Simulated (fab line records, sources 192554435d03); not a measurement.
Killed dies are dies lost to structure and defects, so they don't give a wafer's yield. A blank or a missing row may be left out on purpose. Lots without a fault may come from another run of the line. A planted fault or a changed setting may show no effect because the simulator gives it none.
Chamber matching | flow n5_finfet | N5_FIN_CUT_CUT_ETCH_28 on rie_si-03: 4 sister chambers
The step etches Si in HBr/Cl2/O2, target depth 6 nm, time 2.4 s. 4 wafers are shown with their chamber, then 7 later ones without.

WAFERS WITH THEIR CHAMBER
wafer  | chamber | drypump_motor_current_A (A)
L078.1 | 2       | 6.5
L083.1 | 1       | 6.4
L085.3 | 3       | 6.0
L085.4 | 0       | 5.4

WAFERS WITHOUT THEIR CHAMBER
wafer  | drypump_motor_current_A (A)
L085.6 | 5.4
L088.1 | 6.5
L088.3 | 6.0
L088.6 | 5.3
L096.1 | 5.4
L096.2 | 6.4
L096.4 | 6.3

WHICH CHAMBER EACH WENT THROUGH
wafer  | from the rows above     | in truth
L085.6 | 0                       | 0
L088.1 | can't be placed: 2 or 1 | 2
L088.3 | 3                       | 3
L088.6 | 0                       | 0
L096.1 | 0                       | 0
L096.2 | can't be placed: 1 or 2 | 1
L096.4 | can't be placed: 1 or 2 | 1
Placed correctly: 4 of 7. Can't be placed from these rows: 3 (the true chamber is among the candidates in 3). Placed wrongly: 0.
How it was worked out, from the rows above alone: a wafer's distance from a chamber is the root of the sum, over the readings, of the square of ((its reading less the chamber's mean) divided by the reading's scatter). The wafer belongs to the nearest chamber; if the next one is less than 2 further off, it can't be placed. A chamber's mean is the mean of its shown wafers. The scatter: with one shown wafer a chamber, the root of the mean of the squares of how far each hidden wafer lies from its nearest shown one.
